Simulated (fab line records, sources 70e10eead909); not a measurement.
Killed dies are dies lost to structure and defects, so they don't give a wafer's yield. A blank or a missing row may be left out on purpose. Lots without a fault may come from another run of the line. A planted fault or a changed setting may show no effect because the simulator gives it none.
fab line records | flow nand_harc
record lots=13 wafers=39 last_day=33
route steps=1302 shown A_ZERO_WELL@405 A_ONON_D1@437 A_CHANNEL_HOLE_D1@451 END@1302
lots that met no fault: from a run of the same line without faults
start_h: hours from the record's first day to the start of the lot's first wafer shown | wait_h: hours since the lot's step before | " the same as in the row above | L1.1+2: a row that stands for several wafers | - no value, or no start given | * or withheld: withheld | < > ~ a bound
route shown NAME@n: a module of which the file shows steps, and the number in the route of the first | usual: mean/standard deviation of fault-free wafers | same: alike in all rows | chamber/n: place in a boat | sites: the reading at each site | _std_site: their standard deviation | _edge_site: outer sites' mean less inner sites' | radius_mm: how far each site lies from the wafer's centre | mask NAME#n: copy n | behind: the tool/chamber that last shaped the wafer | hold: why the lot was held/for how many hours/how that ended | device: the transistor (n, p or np) that didn't switch | end of line: the same wafers' tests at the end of the route | a step without rows: its recipe alone | killed: dies lost to structure and defects at the first sort, not the wafer's yield | map: a wafer's dies, x killed, . not, _ none there
set.NAME: the setting as run; set.NAME@STEP: as run at that earlier step | model.NAME: the simulator's own value behind a step, which no gauge read
steps of the route over a sample of lots; a table a step, a row a wafer
services: from which hour (start_h, from the record's first day; less than 0 if before it) a tool's chamber was out of use, for how many hours, and why
## steps
# step NHARC_A_ZERO_WELL_ETCH_13
# recipe target_depth_a=1200 time_s=40.1 hbr_flow_sccm=150 cl2_flow_sccm=50 rf_w=400 icp_w=400 bias_w=100 chemistry=HBr/Cl2
# usual drypump_motor_current_A=5.6/0.44 oes_product_au=1.002/0.0081 throttle_valve_pct=26.406/0.0094
# columns lot.wafer tool chamber start_h wait_h drypump_motor_current_A oes_product_au rf_hours_counter_h throttle_valve_pct
L226.1 rie_si-01 1 154.23 - 6.3 1.007 1.0 26.391
L226.4 " 2 " " 5.3 1.012 0.9 26.396
L226.2 " 0 " " 5.7 0.997 1.0 26.402
L225.1 rie_si-03 1 155.86 - 5.7 1.006 0.6 26.405
L225.3 " 2 " " 5.9 0.991 0.6 26.413
L225.4 " 3 " " 5.7 1.001 0.6 26.399
L228.4 rie_si-01 2 172.03 - 5.4 1.004 1.0 26.414
L228.1 " 0 " " 5.7 0.989 1.1 26.410
L228.3 " 1 " " 6.3 1.005 1.1 26.420
L227.2 rie_si-03 1 172.42 - 5.7 0.991 0.8 26.395
L227.1 " 0 " " 5.9 0.989 0.7 26.427
L227.6 " 1 " " 5.7 1.006 - 26.420
L236.2 rie_si-01 3 249.45 - 4.9 0.993 0.4 26.412
L236.3 " 0 " " 5.7 0.997 0.4 26.409
L236.6 " 2 " " 5.4 1.018 - 26.417
L238.1 rie_si-01 0 267.60 - 5.7 0.991 0.5 26.396
L238.2 " 1 " " 6.3 1.001 0.4 26.402
L238.5 " 0 " " 5.7 0.995 - 26.423
L239.2 rie_si-04 3 284.58 - 5.7 0.991 0.7 26.411
L239.1 " 0 " " 6.4 0.996 0.7 26.398
L239.4 " 2 " " 5.1 1.001 0.6 26.416
L240.4 rie_si-01 0 290.34 - 5.7 0.998 0.7 26.412
L240.3 " 2 " " 5.4 1.007 0.6 26.402
L240.5 " 1 " " 6.3 1.003 - 26.418
L241.2 rie_si-01 2 306.43 - 5.4 1.005 0.8 26.399
L241.3 " 3 " " 4.8 1.006 0.9 26.388
L241.5 " 3 " " 4.8 1.007 - 26.398
L243.2 rie_si-03 2 320.45 - 5.9 1.001 0.5 26.416
L243.4 " 3 " " 5.7 0.998 0.5 26.395
L243.5 " 1 " " 5.7 1.012 - 26.396
L244.4 rie_si-04 1 329.10 - 5.6 1.012 0.9 26.406
L244.2 " 3 " " 5.7 0.997 1.0 26.410
L244.6 " 1 " " 5.6 1.010 - 26.408
L246.2 rie_si-01 2 346.46 - 5.4 1.002 1.0 26.420
L246.1 " 3 " " 4.9 0.991 1.1 26.388
L246.5 " 2 " " 5.4 1.000 - 26.403
L247.3 rie_si-01 1 360.46 - 6.3 1.017 1.1 26.401
L247.1 " 3 " " 4.8 1.007 1.1 26.410
L247.5 " 0 " " 5.7 0.997 - 26.413
# step NHARC_A_ONON_D1_THK_MEAS_18
# recipe thk_meas_gauge=ellipsometry
# usual thk_nm=1000/9.6
# columns lot.wafer tool chamber start_h wait_h thk_nm
L225.1 film_metro-01 - 186.70 - 1007
L225.3 " - " " 1006
L225.4 " - " " 1007
L226.1 film_metro-02 - 186.70 - 988
L226.2 " - " " 989
L226.4 " - " " 989
L227.1 film_metro-02 - 203.27 - 993
L227.2 " - " " 993
L227.6 " - " " 992
L228.1 film_metro-01 - 203.27 - 1002
L228.3 " - " " 1001
L228.4 " - " " 1001
L236.2 film_metro-01 - 282.79 - 991
L236.3 " - " " 993
L236.6 " - " " 993
L238.1 film_metro-01 - 298.71 - 1026
L238.2 " - " " 1025
L238.5 " - " " 1025
L239.1 film_metro-01 - 316.67 - 999
L239.2 " - " " 1002
L239.4 " - " " 1000
L240.3 film_metro-01 - 322.13 - 1001
L240.4 " - " " 998
L240.5 " - " " 999
L241.2 film_metro-02 - 341.91 - 995
L241.3 " - " " 995
L241.5 " - " " 996
L243.2 film_metro-01 - 352.75 - 1016
L243.4 " - " " 1017
L243.5 " - " " 1015
L244.2 film_metro-02 - 363.99 - 1005
L244.4 " - " " 1008
L244.6 " - " " 1008
L246.1 film_metro-01 - 385.63 - 998
L246.2 " - " " 999
L246.5 " - " " 1001
L247.1 film_metro-01 - 399.24 - 994
L247.3 " - " " 995
L247.5 " - " " 993
# step NHARC_A_ONON_D1_DEP_33
# recipe target_thk_a=2000 temp_c=400 pressure_torr=6.5 rf_w=900 teos_flow_sccm=161.4 flow_sccm=2650 target_thk_nm=200 gas=O2 material=SiO2
# usual heater_power_w=529/86 throttle_valve_pct=15.9/0.63
# columns lot.wafer tool chamber start_h wait_h heater_power_w throttle_valve_pct
L226.2 pecvd-02 0 189.02 0.1 723 16.1
L226.1 " 2 " " 464 16.4
L226.4 " 0 " " 734 16.2
L225.1 pecvd-01 1 189.07 0.1 545 15.0
L225.3 " 2 " " 378 16.6
L225.4 " 0 " " 477 16.7
L228.1 pecvd-04 0 205.65 0.1 577 15.1
L228.4 " 1 " " 461 16.3
L228.3 " 0 " " 584 14.8
L227.1 pecvd-01 0 205.83 0.3 453 16.5
L227.2 " 1 " " 590 15.0
L227.6 " 0 " " 472 16.9
L236.2 pecvd-02 1 285.11 0.1 536 16.2
L236.3 " 2 " " 559 16.2
L236.6 " 1 " " 547 16.7
L238.2 pecvd-02 0 301.11 0.1 680 16.1
L238.1 " 1 " " 499 16.6
L238.5 " 0 " " 713 16.2
L239.2 pecvd-04 0 318.99 0.1 572 14.7
L239.1 " 2 " " 564 15.7
L239.4 " 2 " " 590 15.7
L240.3 pecvd-01 1 324.51 0.1 647 15.3
L240.5 " 0 " " 595 16.1
L240.4 " 1 " " 636 15.4
L241.2 pecvd-04 1 344.30 0.1 428 16.1
L241.3 " 2 " " 649 15.8
L241.5 " 2 " " 492 15.5
L243.2 pecvd-01 1 355.08 0.1 579 15.2
L243.5 " 1 " " 576 15.2
L243.4 " 2 " " 458 16.5
L244.2 pecvd-01 1 366.36 0.1 594 15.1
L244.6 " 0 " " 499 16.4
L244.4 " 2 " " 399 16.5
L246.1 pecvd-01 2 388.00 0.1 424 16.8
L246.2 " 0 " " 590 16.5
L246.5 " 1 " " 585 15.3
L247.3 pecvd-04 2 401.60 0.1 501 15.9
L247.1 " 1 " " 501 16.4
L247.5 " 1 " " 509 16.7
# step NHARC_A_ONON_D1_THK_MEAS_34
# recipe thk_meas_gauge=ellipsometry
# usual thk_nm=200.3/2.8
# columns lot.wafer tool chamber start_h wait_h thk_nm
L225.1 film_metro-02 - 189.44 - 201.9
L225.3 " - " " 199.9
L225.4 " - " " 202.9
L226.1 film_metro-01 - 189.44 - 197.0
L226.2 " - " " 197.4
L226.4 " - " " 198.8
L228.1 film_metro-01 - 206.13 0.4 198.3
L228.3 " - " " 202.2
L228.4 " - " " 204.6
L227.1 film_metro-01 - 206.20 - 200.1
L227.2 " - " " 199.9
L227.6 " - " " 201.7
L236.2 film_metro-01 - 285.52 - 209.7
L236.3 " - " " 211.3
L236.6 " - " " 217.5
L238.1 film_metro-01 - 301.48 - 210.5
L238.2 " - " " 211.4
L238.5 " - " " 214.3
L239.1 film_metro-02 - 319.40 - 203.2
L239.2 " - " " 203.1
L239.4 " - " " 205.8
L240.3 film_metro-01 - 324.88 - 195.5
L240.4 " - " " 201.3
L240.5 " - " " 200.2
L241.2 film_metro-02 - 344.66 - 201.5
L241.3 " - " " 200.7
L241.5 " - " " 204.6
L243.2 film_metro-02 - 355.52 - 198.0
L243.4 " - " " 201.6
L243.5 " - " " 198.9
L244.2 film_metro-01 - 366.72 - 197.2
L244.4 " - " " 196.7
L244.6 " - " " 196.6
L246.1 film_metro-01 - 388.37 - 199.1
L246.2 " - " " 199.4
L246.5 " - " " 200.8
L247.1 film_metro-02 - 402.02 - 202.9
L247.3 " - " " 202.0
L247.5 " - " " 204.5
# step NHARC_A_CHANNEL_HOLE_D1_DEP_01
# recipe target_thk_a=1400 target_thk_nm=140 temp_c=400 pressure_torr=3.5 flow_sccm=200 rf_w=350 material=SiON
# usual heater_power_w=723/87
# columns lot.wafer tool chamber start_h wait_h heater_power_w
L225.3 pecvd-01 0 192.92 1.0 756
L225.1 " 2 " " 637
L225.4 " 1 " " 711
L226.2 pecvd-01 2 194.84 1.3 636
L226.1 " 0 " " 697
L226.4 " 1 " " 787
L228.1 pecvd-01 2 209.01 1.6 598
L228.3 " 0 " " 743
L228.4 " 1 " " 822
L227.2 pecvd-03 1 209.91 1.3 910
L227.1 " 2 " " 576
L227.6 " 0 " " 593
L236.3 pecvd-03 2 291.64 1.0 728
L236.2 " 0 " " 664
L236.6 " 0 " " 678
L238.1 pecvd-02 1 303.54 1.6 683
L238.2 " 0 " " 809
L238.5 " 0 " " 844
L239.1 pecvd-03 2 322.14 1.6 666
L239.2 " 0 " " 642
L239.4 " 1 " " 896
L240.3 pecvd-02 0 330.21 1.0 936
L240.4 " 2 " " 699
L240.5 " 0 " " 742
L241.3 pecvd-02 1 347.44 1.0 662
L241.2 " 0 " " 803
L241.5 " 0 " " 772
L243.2 pecvd-02 2 357.66 1.4 680
L243.4 " 0 " " 836
L243.5 " 2 " " 690
L244.2 pecvd-01 2 368.85 1.4 598
L244.6 " 2 " " 607
L244.4 " 0 " " 776
L246.1 pecvd-03 0 390.57 1.6 646
L246.2 " 2 " " 726
L246.5 " 1 " " 857
L247.1 pecvd-02 2 406.58 1.6 681
L247.3 " 0 " " 859
L247.5 " 0 " " 861
# step NHARC_END_SORT_01
# recipe temp_c=25
# usual killed_at_array=50/18 killed_at_other=0.8/1.1 killed_at_periphery=4.1/2.9 killed_dies=55/18 killed_open=3.5/1.9 killed_short=2.4/1.5
# same gross_dies=677
# columns lot.wafer tool chamber start_h wait_h killed_at_array killed_at_other killed_at_periphery killed_dies killed_open killed_short
L225.1 prober-02 0 591.72 2.5 60 0 1 61 6 0
L225.3 prober-02 0 593.35 3.1 56 0 5 61 5 0
L225.4 prober-02 0 594.16 3.4 66 2 2 70 2 3
L226.1 prober-01 0 591.79 2.5 39 0 8 47 6 3
L226.2 prober-01 0 592.59 2.8 37 1 6 44 6 1
L226.4 prober-01 0 594.19 3.4 36 1 4 41 1 5
L227.1 prober-02 0 603.76 2.5 75 0 2 77 5 3
L227.2 prober-02 0 604.57 2.8 69 0 3 72 2 2
L227.6 prober-02 0 607.78 4.0 69 0 1 70 3 3
L228.1 prober-01 0 603.81 2.6 48 0 2 50 3 1
L228.3 prober-01 0 605.41 3.1 46 0 2 48 1 1
L228.4 prober-01 0 606.21 3.4 49 2 6 57 4 6
L236.2 prober-02 0 684.75 2.8 42 1 5 48 6 5
L236.3 prober-02 0 685.56 3.1 35 3 2 40 3 3
L236.6 prober-02 0 687.97 4.0 42 0 1 43 3 2
L238.1 prober-01 0 696.32 2.5 83 0 6 89 2 0
L238.2 prober-01 0 697.12 2.8 101 0 7 108 4 2
L238.5 prober-01 0 699.53 3.7 99 0 1 100 3 2
L240.3 prober-01 0 712.57 3.1 36 0 2 38 3 3
L240.4 prober-01 0 713.35 3.4 43 2 1 46 6 4
L240.5 prober-01 0 714.14 3.7 37 0 4 41 3 1
L239.1 prober-01 0 718.69 2.5 28 1 1 30 8 1
L239.2 prober-01 0 719.49 2.8 29 1 4 34 4 1
L239.4 prober-01 0 721.10 3.4 35 0 3 38 4 2
L241.2 prober-02 0 737.34 2.8 53 0 18 71 6 2
L241.3 prober-02 0 738.13 3.1 53 0 7 60 4 1
L241.5 prober-02 0 739.71 3.7 54 2 10 66 4 4
L243.2 prober-01 0 755.43 2.8 50 1 3 54 4 1
L243.4 prober-01 0 757.01 3.4 69 0 3 72 6 4
L243.5 prober-01 0 757.81 3.7 61 0 2 63 4 0
L244.2 prober-01 0 763.18 2.8 54 2 8 64 2 3
L244.4 prober-01 0 764.80 3.4 57 4 14 75 6 2
L244.6 prober-01 0 766.41 4.0 51 1 8 60 3 1
L246.1 prober-02 0 780.14 2.5 43 1 2 46 2 4
L246.2 prober-02 0 780.95 2.8 42 0 4 46 3 2
L246.5 prober-02 0 783.36 3.7 44 0 1 45 3 0
L247.1 prober-02 0 789.75 2.5 27 0 2 29 2 2
L247.3 prober-02 0 791.34 3.1 34 0 2 36 4 2
L247.5 prober-02 0 792.92 3.7 31 0 3 34 4 4
# killed by level:class
L225.1 A_CHANNEL_HOLE_D2:chamber_film_flake=26 A_CHANNEL_HOLE_D1:chamber_film_flake=15 A_CONTACT:chamber_film_flake=9 A_STAIRCASE:chamber_film_flake=3 A_CHANNEL_HOLE_D1:geometric_particle:open=2 P_CONTACT:geometric_particle:open=1 A_DECK1_JOINT:geometric_particle:open=1 A_ONON_D2:geometric_particle:open=1
L226.1 A_SLIT:chamber_film_flake=20 A_CHANNEL_HOLE_D2:chamber_film_flake=6 P_STI:chamber_film_flake=3 P_M0:geometric_particle:open=2 A_ONON_D1:geometric_particle:open=2 A_CHANNEL_HOLE_D1:chamber_film_flake=2 A_ONON_D1:geometric_particle:short=1 A_CHANNEL_FILL_D1:geometric_particle:short=1
L226.2 A_SLIT:chamber_film_flake=20 A_CHANNEL_HOLE_D2:chamber_film_flake=7 P_BONDPAD:chamber_film_flake=3 A_BLC:geometric_particle:open=2 A_CHANNEL_HOLE_D1:chamber_film_flake=2 A_CONTACT:chamber_film_flake=2 P_GATE:geometric_particle:open=1 P_CONTACT:geometric_particle:open=1
L225.3 A_CHANNEL_HOLE_D2:chamber_film_flake=18 A_CHANNEL_HOLE_D1:chamber_film_flake=16 A_CONTACT:chamber_film_flake=6 A_STAIRCASE:chamber_film_flake=4 A_CHANNEL_FILL_D2:chamber_film_flake=3 P_CONTACT:geometric_particle:open=2 A_DECK1_JOINT:chamber_film_flake=2 A_SGD_CUT:chamber_film_flake=2
L225.4 A_CHANNEL_HOLE_D1:chamber_film_flake=23 A_CHANNEL_HOLE_D2:chamber_film_flake=19 A_CONTACT:chamber_film_flake=8 A_CHANNEL_FILL_D2:chamber_film_flake=4 A_STAIRCASE:chamber_film_flake=4 A_CHANNEL_FILL_D2:geometric_particle:short=2 A_SGD_CUT:chamber_film_flake=2 THIN_TSV:chamber_film_flake=2
L226.4 A_SLIT:chamber_film_flake=21 A_CHANNEL_HOLE_D2:chamber_film_flake=4 A_CONTACT:chamber_film_flake=3 A_ONON_D2:geometric_particle:short=2 A_DECK1_JOINT:chamber_film_flake=2 P_GATE:geometric_particle:short=1 P_GATE:geometric_particle:open=1 A_ONON_D1:geometric_particle:short=1
L227.1 A_CHANNEL_HOLE_D2:chamber_film_flake=26 A_SLIT:chamber_film_flake=26 A_CONTACT:chamber_film_flake=9 A_CHANNEL_HOLE_D1:chamber_film_flake=3 A_STAIRCASE:chamber_film_flake=3 A_ONON_D1:geometric_particle:open=2 P_GATE:geometric_particle:open=1 A_ONON_D1:geometric_particle:short=1
L228.1 A_CHANNEL_HOLE_D1:chamber_film_flake=25 A_CHANNEL_HOLE_D2:chamber_film_flake=9 A_M0:chamber_film_flake=8 A_DECK1_JOINT:chamber_film_flake=2 P_CONTACT:geometric_particle:open=1 P_M0:geometric_particle:short=1 A_CHANNEL_FILL_D2:geometric_particle:open=1 A_WL_FILL:geometric_particle:open=1
L227.2 A_CHANNEL_HOLE_D2:chamber_film_flake=34 A_SLIT:chamber_film_flake=27 A_STAIRCASE:chamber_film_flake=2 A_CONTACT:chamber_film_flake=2 P_CONTACT:geometric_particle:short=1 P_CONTACT:geometric_particle:open=1 A_ONON_D1:geometric_particle:open=1 A_M0:geometric_particle:short=1
L228.3 A_CHANNEL_HOLE_D1:chamber_film_flake=29 A_CHANNEL_HOLE_D2:chamber_film_flake=9 P_GATE:chamber_film_flake=2 A_CHANNEL_FILL_D1:chamber_film_flake=2 A_DECK1_JOINT:chamber_film_flake=2 A_WL_FILL:geometric_particle:short=1 A_M0:geometric_particle:open=1 A_STAIRCASE:chamber_film_flake=1
L228.4 A_CHANNEL_HOLE_D1:chamber_film_flake=29 A_CHANNEL_HOLE_D2:chamber_film_flake=6 A_CONTACT:chamber_film_flake=5 P_GATE:chamber_film_flake=3 A_ONON_D1:geometric_particle:short=2 P_CONTACT:geometric_particle:open=1 P_M0:geometric_particle:short=1 P_M2:geometric_particle:short=1
L227.6 A_CHANNEL_HOLE_D2:chamber_film_flake=31 A_SLIT:chamber_film_flake=23 A_CHANNEL_HOLE_D1:chamber_film_flake=5 A_CONTACT:chamber_film_flake=3 A_ONON_D1:geometric_particle:short=1 A_CHANNEL_FILL_D2:geometric_particle:open=1 A_WL_FILL:geometric_particle:short=1 A_CONTACT:geometric_particle:open=1
L236.2 A_CHANNEL_HOLE_D1:chamber_film_flake=26 A_STAIRCASE:chamber_film_flake=4 P_CONTACT:geometric_particle:open=2 A_CHANNEL_FILL_D2:geometric_particle:short=2 A_SLIT:chamber_film_flake=2 A_CONTACT:chamber_film_flake=2 P_M0:geometric_particle:open=1 A_CHANNEL_HOLE_D1:geometric_particle:short=1
L236.3 A_CHANNEL_HOLE_D1:chamber_film_flake=24 THIN_TSV:chamber_film_flake=3 P_GATE:chamber_film_flake=2 A_STAIRCASE:chamber_film_flake=2 A_CHANNEL_HOLE_D1:geometric_particle:open=1 A_ONON_D2:geometric_particle:short=1 A_ONON_D2:geometric_particle:open=1 A_WL_FILL:geometric_particle:short=1
L236.6 A_CHANNEL_HOLE_D1:chamber_film_flake=24 A_STAIRCASE:chamber_film_flake=3 A_ZERO_WELL:chamber_film_flake=2 A_SLIT:chamber_film_flake=2 A_CHANNEL_FILL_D1:chamber_film_flake=2 A_ONON_D1:geometric_particle:open=1 A_CHANNEL_HOLE_D1:geometric_particle:short=1 A_DECK1_JOINT:geometric_particle:open=1
L238.1 A_SLIT:chamber_film_flake=27 A_CHANNEL_HOLE_D1:chamber_film_flake=21 A_CHANNEL_HOLE_D2:chamber_film_flake=21 P_STI:chamber_film_flake=3 A_M1:chamber_film_flake=3 A_CONTACT:chamber_film_flake=3 P_M1:chamber_film_flake=2 A_WL_FILL:chamber_film_flake=2
L238.2 A_SLIT:chamber_film_flake=38 A_CHANNEL_HOLE_D1:chamber_film_flake=34 A_CHANNEL_HOLE_D2:chamber_film_flake=18 A_M1:chamber_film_flake=4 P_M1:chamber_film_flake=3 P_CONTACT:geometric_particle:open=2 P_STI:chamber_film_flake=2 A_ONON_D1:geometric_particle:short=1
L238.5 A_SLIT:chamber_film_flake=33 A_CHANNEL_HOLE_D1:chamber_film_flake=27 A_CHANNEL_HOLE_D2:chamber_film_flake=22 A_STAIRCASE:chamber_film_flake=6 A_DECK1_JOINT:chamber_film_flake=2 A_CONTACT:chamber_film_flake=2 A_M1:chamber_film_flake=2 A_DECK1_JOINT:geometric_particle:open=1
L240.3 A_CHANNEL_HOLE_D2:chamber_film_flake=19 A_CHANNEL_HOLE_D1:chamber_film_flake=6 A_SLIT:chamber_film_flake=2 A_CONTACT:chamber_film_flake=2 P_CONTACT:geometric_particle:open=1 A_ONON_D1:geometric_particle:short=1 A_ONON_D2:geometric_particle:short=1 A_CHANNEL_HOLE_D2:geometric_particle:open=1
L240.4 A_CHANNEL_HOLE_D2:chamber_film_flake=18 A_CHANNEL_HOLE_D1:chamber_film_flake=8 A_ONON_D2:geometric_particle:open=3 A_CONTACT:chamber_film_flake=3 A_SLIT:chamber_film_flake=3 A_DECK1_JOINT:geometric_particle:open=2 P_M0:geometric_particle:short=1 A_ONON_D1:geometric_particle:short=1
L240.5 A_CHANNEL_HOLE_D2:chamber_film_flake=17 A_CHANNEL_HOLE_D1:chamber_film_flake=4 A_SLIT:chamber_film_flake=4 A_CONTACT:chamber_film_flake=4 A_WL_FILL:chamber_film_flake=3 P_STI:chamber_film_flake=2 P_GATE:geometric_particle:open=1 A_DECK1_JOINT:geometric_particle:open=1
L239.1 A_CHANNEL_HOLE_D1:chamber_film_flake=7 A_DECK1_JOINT:chamber_film_flake=6 A_CONTACT:chamber_film_flake=3 A_M0:geometric_particle:open=2 A_SOURCE_PLATE:geometric_particle:open=1 A_ONON_D1:geometric_particle:open=1 A_ONON_D1:geometric_particle:short=1 A_DECK1_JOINT:geometric_particle:open=1
L239.2 A_SLIT:chamber_film_flake=6 A_CONTACT:chamber_film_flake=6 A_CHANNEL_HOLE_D1:chamber_film_flake=4 A_STAIRCASE:chamber_film_flake=3 P_ZERO_WELL:chamber_film_flake=2 P_M1:chamber_film_flake=2 A_CHANNEL_FILL_D1:chamber_film_flake=2 A_DECK1_JOINT:chamber_film_flake=2
L239.4 A_CONTACT:chamber_film_flake=11 A_CHANNEL_HOLE_D1:chamber_film_flake=6 A_DECK1_JOINT:chamber_film_flake=3 A_SLIT:chamber_film_flake=3 P_M0:geometric_particle:open=2 A_CHANNEL_FILL_D1:chamber_film_flake=2 A_CHANNEL_HOLE_D2:chamber_film_flake=2 A_STAIRCASE:chamber_film_flake=2
L241.2 A_SLIT:chamber_film_flake=28 P_GATE:chamber_film_flake=8 A_CHANNEL_HOLE_D2:chamber_film_flake=8 A_CHANNEL_HOLE_D1:chamber_film_flake=6 P_STI:chamber_film_flake=4 A_SGD_CUT:chamber_film_flake=4 P_CONTACT:geometric_particle:open=2 P_M0:geometric_particle:short=2
L241.3 A_SLIT:chamber_film_flake=24 A_CHANNEL_HOLE_D2:chamber_film_flake=11 P_GATE:chamber_film_flake=5 A_CHANNEL_HOLE_D1:chamber_film_flake=5 A_SGD_CUT:chamber_film_flake=3 A_WL_FILL:chamber_film_flake=3 A_BLC:geometric_particle:open=2 A_CONTACT:chamber_film_flake=2
L241.5 A_SLIT:chamber_film_flake=23 A_CHANNEL_HOLE_D2:chamber_film_flake=15 P_GATE:chamber_film_flake=4 A_CHANNEL_HOLE_D1:chamber_film_flake=4 A_CONTACT:chamber_film_flake=4 P_BONDPAD:chamber_film_flake=2 A_SGD_CUT:chamber_film_flake=2 A_WL_FILL:chamber_film_flake=2
L243.2 A_SLIT:chamber_film_flake=22 A_CHANNEL_HOLE_D2:chamber_film_flake=11 A_CHANNEL_HOLE_D1:chamber_film_flake=7 A_CONTACT:chamber_film_flake=3 P_M0:geometric_particle:open=1 A_SOURCE_PLATE:geometric_particle:open=1 A_ONON_D1:geometric_particle:short=1 A_CHANNEL_FILL_D1:geometric_particle:open=1
L243.4 A_SLIT:chamber_film_flake=30 A_CHANNEL_HOLE_D2:chamber_film_flake=17 A_CHANNEL_HOLE_D1:chamber_film_flake=8 A_CONTACT:chamber_film_flake=3 A_CHANNEL_FILL_D2:geometric_particle:short=2 A_WL_FILL:geometric_particle:open=2 A_CONTACT:geometric_particle:open=2 P_GATE:geometric_particle:open=1
L243.5 A_SLIT:chamber_film_flake=25 A_CHANNEL_HOLE_D2:chamber_film_flake=20 A_CONTACT:chamber_film_flake=5 A_CHANNEL_HOLE_D1:chamber_film_flake=5 A_STAIRCASE:chamber_film_flake=2 P_M0:geometric_particle:open=1 A_CHANNEL_FILL_D2:geometric_particle:open=1 A_CONTACT:geometric_particle:open=1
L244.2 A_CHANNEL_HOLE_D1:chamber_film_flake=25 A_CONTACT:chamber_film_flake=8 A_CHANNEL_HOLE_D2:chamber_film_flake=7 P_GATE:chamber_film_flake=3 P_CONTACT:chamber_film_flake=3 A_CHANNEL_FILL_D2:chamber_film_flake=3 A_STAIRCASE:chamber_film_flake=3 A_CHANNEL_FILL_D2:geometric_particle:open=2
L244.4 A_CHANNEL_HOLE_D1:chamber_film_flake=34 A_CHANNEL_HOLE_D2:chamber_film_flake=8 P_CONTACT:chamber_film_flake=6 A_CONTACT:chamber_film_flake=5 THIN_TSV:chamber_film_flake=4 P_CONTACT:geometric_particle:open=3 A_CHANNEL_FILL_D2:chamber_film_flake=2 P_M1:geometric_particle:open=2
L244.6 A_CHANNEL_HOLE_D1:chamber_film_flake=26 A_SLIT:chamber_film_flake=8 A_CONTACT:chamber_film_flake=6 P_CONTACT:chamber_film_flake=4 A_CHANNEL_FILL_D1:geometric_particle:open=3 P_GATE:chamber_film_flake=2 A_CHANNEL_HOLE_D2:chamber_film_flake=2 A_CHANNEL_FILL_D2:chamber_film_flake=2
L246.1 A_SLIT:chamber_film_flake=32 A_CHANNEL_HOLE_D1:chamber_film_flake=2 P_STI:geometric_particle:open=1 A_CHANNEL_FILL_D2:geometric_particle:short=1 A_STAIRCASE:geometric_particle:short=1 A_WL_FILL:geometric_particle:short=1 A_M0:geometric_particle:open=1 A_M0:geometric_particle:short=1
L246.2 A_SLIT:chamber_film_flake=30 A_CHANNEL_HOLE_D1:unspecified=3 A_CONTACT:chamber_film_flake=3 A_CHANNEL_HOLE_D1:chamber_film_flake=2 A_CHANNEL_HOLE_D2:chamber_film_flake=2 P_CONTACT:geometric_particle:open=1 P_M0:geometric_particle:open=1 P_M2:geometric_particle:open=1
L246.5 A_SLIT:chamber_film_flake=27 A_CONTACT:chamber_film_flake=5 A_STAIRCASE:chamber_film_flake=3 A_CHANNEL_HOLE_D1:unspecified=2 A_CHANNEL_HOLE_D1:chamber_film_flake=2 A_DECK1_JOINT:chamber_film_flake=2 P_M1:geometric_particle:open=1 A_CONTACT:geometric_particle:open=1
L247.1 A_M0:chamber_film_flake=6 A_SLIT:chamber_film_flake=5 A_CONTACT:chamber_film_flake=5 A_STAIRCASE:chamber_film_flake=4 A_BONDPAD:chamber_film_flake=3 A_SGD_CUT:geometric_particle:short=2 P_GATE:chamber_film_flake=2 A_CHANNEL_FILL_D2:geometric_particle:open=1
L247.3 A_CONTACT:chamber_film_flake=14 A_SLIT:chamber_film_flake=6 A_STAIRCASE:chamber_film_flake=5 A_M0:chamber_film_flake=4 P_CONTACT:geometric_particle:open=2 A_DECK1_JOINT:geometric_particle:short=1 A_ONON_D1:geometric_particle:short=1 A_ONON_D2:geometric_particle:open=1
L247.5 A_CONTACT:chamber_film_flake=9 A_STAIRCASE:chamber_film_flake=5 A_SLIT:chamber_film_flake=5 A_M0:chamber_film_flake=4 P_CONTACT:geometric_particle:open=2 A_ONON_D1:geometric_particle:short=1 A_DECK1_JOINT:geometric_particle:short=1 A_CHANNEL_FILL_D2:geometric_particle:short=1
## services
# columns tool chamber start_h hours kind
pecvd-03 - 135.37 1.5 repair
pecvd-04 - 158.54 2.2 repair
pecvd-03 - 185.31 13.0 pm
rie_si-01 2 186.60 11.7 repair
rie_si-01 - 190.88 0.3 repair
rie_si-01 - 193.00 9.0 pm
pecvd-04 2 204.97 5.7 repair
rie_si-01 1 218.15 9.1 repair
rie_si-03 - 221.08 9.0 pm
rie_si-01 2 225.18 5.7 repair
pecvd-02 - 227.11 13.0 pm
rie_si-01 2 237.40 1.2 repair
pecvd-01 1 255.63 4.7 repair
pecvd-01 1 267.43 2.1 repair
pecvd-04 - 269.06 13.0 pm
pecvd-01 - 300.25 4.8 repair
pecvd-01 - 311.00 13.0 pm
rie_si-03 3 326.58 5.7 repair
pecvd-03 2 326.93 5.9 repair
pecvd-03 - 330.68 2.4 repair
pecvd-03 - 366.31 13.0 pm
rie_si-01 - 370.00 9.0 pm
rie_si-03 1 378.45 5.7 repair
rie_si-03 - 398.08 9.0 pm
## key
first_sign step=NHARC_A_ONON_D1_THK_MEAS_34 reading=thk_nm direction=up sigmas=4.3 usual=200.3 struck=212.4
effect none on later readings
met_at NHARC_A_ONON_D1_DEP_33
struck_lots L236,L238
tester_left_out L236,L238
not_acting_at NHARC_A_ZERO_WELL_ETCH_13,NHARC_A_ONON_D1_THK_MEAS_18,NHARC_A_CHANNEL_HOLE_D1_DEP_01
onset_between 189.02 285.11
fault kind=process_parameter_drift tool=pecvd-02 chamber=- onset_h=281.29 steps=NHARC_A_ONON_D1_DEP_33 channel=teos_flow_sccm offset=* shape=step end_h=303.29 acts_in=* stated=*
# tester_left_out: of these lots the tester's yield and bins aren't shown, on N5 and GAA mostly nor the transistor test; their killed dies are dies lost to structure and defects alone, not to doping, threshold or leakage, so they don't give the yield
